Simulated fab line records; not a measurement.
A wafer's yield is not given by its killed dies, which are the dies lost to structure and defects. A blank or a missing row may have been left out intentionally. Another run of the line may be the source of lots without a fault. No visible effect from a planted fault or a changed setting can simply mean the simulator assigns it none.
2 desks looking at one fault / flow nand-harc / every desk sees just its own numbers, and what lay behind them comes last

AT THE METROLOGY DESK
What the gauges read for every lot (on any tool): the sampled wafers with a number, averaged. The brackets show how far a lot's mean lies from the usual mean; more than 4 standard deviations puts the lot out of limits, marked OUT.
Columns: A = cd-nm at NHARC_P_M2_CD_MEAS_09, usual 169.9 nm
lot=L348; first seen here=day 6 08:53; A=169.9
lot=L351; first seen here=day 7 14:12; A=170.3
lot=L353; first seen here=day 8 06:07; A=169.9
lot=L355; first seen here=day 9 06:27; A=170.7
lot=L356; first seen here=day 9 22:55; A=170.0
lot=L357; first seen here=day 10 13:16; A=169.5
lot=L358; first seen here=day 10 14:37; A=170.4
lot=L364; first seen here=day 13 04:55; A=168.8
lot=L367; first seen here=day 14 07:22; A=167.9 (-4.3) OUT
lot=L369; first seen here=day 15 00:34; A=169.6
lot=L368; first seen here=day 15 11:46; A=169.2
lot=L371; first seen here=day 15 18:46; A=170.2
Finding of this desk: L367 out of limits; the first was L367 at day 14 07:22, on cd-nm at NHARC_P_M2_CD_MEAS_09. L348, L351, L353, L355, L356, L357, L358, L364, L369, L368, L371 stayed within limits.

DESK OF THE TOOL OWNER: litho-track-01
The tool's own readings at NHARC_P_M2_PEB_07 (peb time 65 s): means of the sampled wafers that have a number, for each lot that ran on this tool. The brackets show how far a lot's mean lies from the usual mean; more than 4 standard deviations puts the lot out of limits, marked OUT.
Columns: A = heater-power-total-W at NHARC_P_M2_PEB_07, usual 156.6 W; B = plate-temp-C at NHARC_P_M2_PEB_07, usual 99.99 C
lot=L348; first seen here=day 6 08:49; A=156.6; B=100.08
lot=L355; first seen here=day 9 06:22; A=156.8; B=99.89
lot=L358; first seen here=day 10 14:32; A=156.6; B=100.06
lot=L364; first seen here=day 13 04:50; A=155.4; B=99.41 (-4.2) OUT
lot=L367; first seen here=day 14 07:17; A=154.8 (-4.2) OUT; B=99.51
Finding of this desk: L364, L367 out of limits; the first was L364 at day 13 04:50, on plate-temp-C at NHARC_P_M2_PEB_07. L348, L355, L358 stayed within limits.

ALL TOGETHER
The tool owner's desk had the chance to raise an alarm at day 13 04:50 on L364, L367.
On L367, the metrology desk was in a position to raise an alarm at day 14 07:22.
The metrology desk holds a record of L364, inside its limits.
NHARC_P_M2_PEB_07 was run on litho-track-01 by each of the lots named.

WHAT WAS PUT IN BY THE SIMULATOR
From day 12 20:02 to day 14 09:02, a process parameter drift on litho-track-01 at NHARC_P_M2_PEB_07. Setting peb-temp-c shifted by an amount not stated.
Struck lots among those shown: L364, L367.
Hours from the fault's start to each desk's first reading out of limits: the tool owner's desk, 9; the metrology desk, 35.
